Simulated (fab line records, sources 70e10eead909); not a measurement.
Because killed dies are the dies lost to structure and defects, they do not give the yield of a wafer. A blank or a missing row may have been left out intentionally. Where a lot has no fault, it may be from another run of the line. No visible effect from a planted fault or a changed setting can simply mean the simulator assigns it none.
Which tool did it? | flow nand_harc | 12 lots, 36 wafers sampled, at 5 steps of a route of 1302

## WHAT THE GAUGES READ, wafer by wafer
NHARC_P_BONDPAD_THK_MEAS_33: measures by ellipsometry. Usual: thk_nm at 199.9 nm, with a standard deviation of 1.7.
lot  | measured     | on            | thk_nm (nm)       | flag
L479 | day 7 00:53  | film_metro-02 | 199.6 196.9 199.8 |
L482 | day 8 06:37  | film_metro-02 | 199.8 198.7 201.1 |
L483 | day 8 19:58  | film_metro-01 | 198.6 199.3 200.9 |
L488 | day 10 17:10 | film_metro-02 | 199.3 203.9 201.7 |
L489 | day 11 03:29 | film_metro-02 | 200.9 199.3 199.7 |
L490 | day 11 11:32 | film_metro-02 | 200.4 201.9 198.2 |
L494 | day 13 06:13 | film_metro-02 | 198.7 201.4 197.1 |
L495 | day 13 16:12 | film_metro-02 | 203.8 199.5 201.4 |
L496 | day 14 03:37 | film_metro-01 | 197.9 197.7 198.9 |
L497 | day 14 07:42 | film_metro-02 | 200.5 197.8 199.1 |
L498 | day 15 02:25 | film_metro-01 | 196.8 200.5 198.9 |
L500 | day 15 23:53 | film_metro-02 | 197.9 200.7 200.0 |

NHARC_P_BONDPAD_CD_MEAS_09: target cd 500 nm. Usual: cd_nm at 499.3 nm, with a standard deviation of 2.
lot  | measured     | on        | cd_nm (nm)        | flag
L479 | day 7 01:27  | cd_sem-03 | 499.0 502.0 501.1 |
L482 | day 8 07:11  | cd_sem-03 | 502.1 498.9 501.4 |
L483 | day 8 20:32  | cd_sem-02 | 497.6 501.1 500.3 |
L488 | day 10 17:43 | cd_sem-01 | 496.6 498.1 496.9 |
L489 | day 11 04:03 | cd_sem-01 | 497.5 498.7 498.9 |
L490 | day 11 11:59 | cd_sem-01 | 497.3 499.3 496.0 |
L494 | day 13 06:47 | cd_sem-01 | 497.9 499.7 496.8 |
L495 | day 13 16:38 | cd_sem-03 | 510.9 507.9 510.7 | OFF
L496 | day 14 04:03 | cd_sem-02 | 513.6 508.9 510.4 | OFF
L497 | day 14 08:16 | cd_sem-01 | 500.6 497.3 501.9 |
L498 | day 15 02:59 | cd_sem-02 | 500.6 499.1 502.2 |
L500 | day 16 00:19 | cd_sem-02 | 497.4 500.1 497.3 |

NHARC_P_BONDPAD_OVL_MEAS_38. Usual: overlay_x_nm -1 nm, standard deviation 4.3; overlay_y_nm 1 nm, standard deviation 6.1.
lot  | measured     | on         | overlay_x_nm (nm) | overlay_y_nm (nm) | flag
L479 | day 7 01:32  | overlay-01 | 1 0 1             | 0 0 0             |
L482 | day 8 07:17  | overlay-02 | -6 -6 -6          | 7 7 7             |
L483 | day 8 20:37  | overlay-01 | 5 5 5             | -2 -2 -2          |
L488 | day 10 17:49 | overlay-01 | -1 -2 -1          | 7 7 7             |
L489 | day 11 04:08 | overlay-02 | -1 -1 -1          | -5 -5 -5          |
L490 | day 11 12:04 | overlay-01 | -9 -9 -9          | -4 -4 -3          |
L494 | day 13 06:53 | overlay-02 | -2 -2 -2          | 10 10 11          |
L495 | day 13 16:44 | overlay-01 | -4 -4 -4          | -7 -7 -6          |
L496 | day 14 04:08 | overlay-01 | -1 -1 -2          | 2 1 1             |
L497 | day 14 08:22 | overlay-02 | 1 1 1             | -6 -5 -5          |
L498 | day 15 03:04 | overlay-02 | -7 -6 -6          | 9 9 9             |
L500 | day 16 00:25 | overlay-01 | -1 -2 -1          | -6 -6 -6          |

## EACH LOT AND THE TOOL THAT RAN IT (in order: tool; ch and the chambers of the sampled wafers; start)
lot  | NHARC_P_M2_DEP_33               | NHARC_P_BONDPAD_EXPOSE_06
L479 | pecvd-01 ch 1,2, day 6 23:45    | krf_scanner-02 ch 0, day 7 01:19
L482 | pecvd-01 ch 1,2, day 8 05:37    | krf_scanner-02 ch 0, day 8 07:02
L483 | pecvd-02 ch 0,2, day 8 18:54    | krf_scanner-04 ch 0, day 8 20:23
L488 | pecvd-04 ch 0,1,2, day 10 16:05 | krf_scanner-01 ch 0, day 10 17:34
L489 | pecvd-01 ch 1,2, day 11 02:24   | krf_scanner-04 ch 0, day 11 03:55
L490 | pecvd-02 ch 0,1, day 11 10:28   | krf_scanner-04 ch 0, day 11 11:50
L494 | pecvd-02 ch 0,2, day 13 05:11   | krf_scanner-02 ch 0, day 13 06:38
L495 | pecvd-02 ch 1,2, day 13 15:07   | krf_scanner-02 ch 0, day 13 16:29
L496 | pecvd-04 ch 0,1,2, day 14 02:28 | krf_scanner-02 ch 0, day 14 03:54
L497 | pecvd-04 ch 0,1,2, day 14 06:47 | krf_scanner-04 ch 0, day 14 08:08
L498 | pecvd-01 ch 1,2, day 15 01:14   | krf_scanner-01 ch 0, day 15 02:50
L500 | pecvd-04 ch 0,1,2, day 15 22:52 | krf_scanner-04 ch 0, day 16 00:10
- NHARC_P_M2_DEP_33: deposits SiCN, target thk 30 nm.
- NHARC_P_BONDPAD_EXPOSE_06: exposes mask P BPAD.

## AS READ BY THE TOOLS THEMSELVES (means over the sampled wafers that have a number; for cases with no such wafer, the mark the record gives instead)
NHARC_P_M2_DEP_33. Usual: heater_power_outer_w 334 W, standard deviation 43; heater_power_w 576 W, standard deviation 74; showerhead_vpp_V 1309 V, standard deviation 69.
lot  | tool     | heater_power_outer_w (W) | heater_power_w (W) | showerhead_vpp_V (V) | flag
L479 | pecvd-01 | 331                      | 613                | 1427                 |
L482 | pecvd-01 | 345                      | 627                | 1425                 |
L483 | pecvd-02 | 339                      | 567                | 1302                 |
L488 | pecvd-04 | 318                      | 582                | 1336                 |
L489 | pecvd-01 | 351                      | 629                | 1350                 |
L490 | pecvd-02 | 346                      | 598                | 1279                 |
L494 | pecvd-02 | 341                      | 540                | 1305                 |
L495 | pecvd-02 | 326                      | 543                | 1264                 |
L496 | pecvd-04 | 340                      | 616                | 1340                 |
L497 | pecvd-04 | 326                      | 594                | 1339                 |
L498 | pecvd-01 | 331                      | 606                | 1337                 |
L500 | pecvd-04 | 345                      | 614                | 1344                 |

NHARC_P_BONDPAD_EXPOSE_06. Usual: exposure_dose_mJ_cm2 37.07, standard deviation 0.037; stage_vel_mm_s 500.00 mm/s, standard deviation 0.25.
lot  | tool           | exposure_dose_mJ_cm2 | stage_vel_mm_s (mm/s) | flag
L479 | krf_scanner-02 | 37.12                | 499.87                |
L482 | krf_scanner-02 | 37.04                | 499.91                |
L483 | krf_scanner-04 | 37.08                | 500.13                |
L488 | krf_scanner-01 | 37.09                | 499.64                |
L489 | krf_scanner-04 | 37.08                | 499.92                |
L490 | krf_scanner-04 | 37.06                | 500.04                |
L494 | krf_scanner-02 | 37.04                | 499.98                |
L495 | krf_scanner-02 | 51.07                | 500.17                | OFF
L496 | krf_scanner-02 | 48.25                | 499.91                | OFF
L497 | krf_scanner-04 | 37.09                | 499.87                |
L498 | krf_scanner-01 | 37.03                | 499.96                |
L500 | krf_scanner-04 | 37.08                | 499.86                |

## THE ANSWER, worked out from the rows above alone
Rule: lot off if the mean of its wafers having a number is beyond 3 standard deviations from the usual mean. A lot without any number at a reading at which 4 lots or more have one is off too. Where the step has rows for the other lots, those lots are counted as sound. Order of review: gauges by route order, followed by the tools' own readings, for which a lot's mean as printed above is used. The first step at which some lot is off is used, and at that step the reading that is off furthest; a lot without a number counts as furthest.
Off: L495, L496 (NHARC_P_BONDPAD_CD_MEAS_09, cd_nm).
If a tool, at a process step before that reading, ran all the lots that are off and no sound lot after the first of them, it fits. Not tried: the gauges at NHARC_P_BONDPAD_CD_MEAS_09; whatever is off there is also off at NHARC_P_BONDPAD_EXPOSE_06, on other tools, and gauge error can't account for it. One fits: krf_scanner-02 at NHARC_P_BONDPAD_EXPOSE_06. A fault onset in the window from L494 (day 13 06:38, its last sound lot) to L495 (day 13 16:29, its first lot off) fits.
On the lots that are off, the tool's own readings at NHARC_P_BONDPAD_EXPOSE_06 differ by more than 5 times the standard deviation of the sound lots' means, which bears it out; exposure_dose_mJ_cm2 reads 49.66 there versus 37.07 on the sound lots.

## WHAT THE SIMULATOR HAD PUT IN
Process parameters drifting: krf_scanner-02 at NHARC_P_BONDPAD_EXPOSE_06, beginning at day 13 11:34. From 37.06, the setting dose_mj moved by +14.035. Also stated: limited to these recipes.
Shown lots that were struck: L495, L496. The same result came from the rule above.
